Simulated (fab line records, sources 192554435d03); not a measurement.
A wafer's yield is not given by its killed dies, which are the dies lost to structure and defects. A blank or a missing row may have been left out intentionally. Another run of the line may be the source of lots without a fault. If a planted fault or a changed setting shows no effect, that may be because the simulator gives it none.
One fault seen from 3 desks ; flow n5_finfet ; each desk has only its own numbers; what lay behind them comes last

== METROLOGY DESK ==
Lot by lot, what the gauges showed, no matter which tool ran the lot: averages of those sampled wafers that carry a number. The brackets show how far a lot's mean lies from the usual mean; more than 4 standard deviations puts the lot out of limits, marked OUT. Shown here are 7 of its 12 readings, the ones lying furthest out on some lot.
Columns: A = cd_nm at N5_BEOL_M0_CUTY_CD_MEAS_57, usual 200.3 nm; B = M0_ABLK_OVL at N5_BEOL_M0_CUTY_OVL_MEAS_58, usual 0.3 nm; C = DIBL_N at N5_BEOL_M4_RC_MEAS_101, usual 36.0 mV/V; D = DIBL_P at N5_BEOL_M4_RC_MEAS_101, usual 36.3 mV/V; E = ION_P at N5_BEOL_M4_RC_MEAS_101, usual 461 uA/um; F = SS_N at N5_BEOL_M4_RC_MEAS_101, usual 71.4 mV/dec; G = VT_P at N5_BEOL_M4_RC_MEAS_101, usual -250.9 mV
lot;first seen here;A;B;C;D;E;F;G
L861;day 6 06:34;198.2;0.1;36.6;37.9;465;72.5;-250.0
L863;day 6 14:05;199.9;0.5;33.9;33.1;469;70.9;-250.2
L866;day 7 05:03;200.0;-0.1;35.9;37.1;463;71.7;-251.5
L873;day 9 01:08;200.1;-0.8;35.3;35.3;462;71.4;-247.5
L882;day 11 07:37;200.6;1.3;35.9;36.4;462;71.1;-251.9
Result from this desk: across the 5 lots, nothing is out of limits.

== THE DEFECT DESK ==
Counts from the inspections along the route, per lot, as means over the sampled wafers that have a number. The brackets show how far a lot's mean lies from the usual mean; more than 4 standard deviations puts the lot out of limits, marked OUT.
Columns: A = raw_defect_count at N5_BEOL_M0_CUTY_INSPECT_59, usual 1.9
lot;first seen here;A
L861;day 6 06:38;0.3
L863;day 6 14:08;0.7
L866;day 7 05:07;3.0
L873;day 9 01:11;1.7
L882;day 11 07:40;1.3
Result from this desk: across the 5 lots, nothing is out of limits.

== AT THE TOOL OWNER'S DESK: rie_diel-06 ==
The tool's own readings at N5_BEOL_M0_ETCH_128 (etches SiCN in CF4/N2, target depth 12 nm, overetch 5.1 nm, time 21.4 s): means of the sampled wafers that have a number, for each lot that ran on this tool. The brackets show how far a lot's mean lies from the usual mean; more than 4 standard deviations puts the lot out of limits, marked OUT.
Columns: A = drypump_motor_current_A at N5_BEOL_M0_ETCH_128, usual 5.6 A; B = oes_product_au at N5_BEOL_M0_ETCH_128, usual 0.53 a.u.; C = rf_fwd_power_W at N5_BEOL_M0_ETCH_128, usual 425.9 W; D = rf_vpp_V at N5_BEOL_M0_ETCH_128, usual 381.6 V; E = showerhead_plenum_p_Torr at N5_BEOL_M0_ETCH_128, usual 2.18 Torr; F = throttle_valve_pct at N5_BEOL_M0_ETCH_128, usual 15.47 %
lot;first seen here;A;B;C;D;E;F
L863;day 6 16:19;5.6;0.49;427.1;379.2;2.12;15.65
L882;day 11 11:10;5.3;0.51;597.8 (+99 or more) OUT;343.4 (-20) OUT;2.18;15.64
This desk's verdict: out of limits on L882, starting with L882 at day 11 11:10 (rf_fwd_power_W at N5_BEOL_M0_ETCH_128). In limits: L863.

== BROUGHT TOGETHER ==
An alarm could have come from the tool owner's desk at day 11 11:10, on L882.
From the metrology desk's view, nothing was out of limits.
Nothing out of limits was seen by the defect desk.
The metrology desk has L882 on record, within its limits.
The defect desk has L882 on record, within its limits.
The lots listed all ran N5_BEOL_M0_ETCH_128 on rie_diel-06.

== WHAT THE SIMULATOR PUT IN ==
rie_diel-06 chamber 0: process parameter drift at N5_BEOL_M0_ETCH_128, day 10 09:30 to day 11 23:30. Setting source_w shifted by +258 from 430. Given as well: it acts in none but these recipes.
Struck lots among those shown: L882.
Delay in hours, fault start to first out-of-limits reading, by desk: the tool owner's desk at 26.
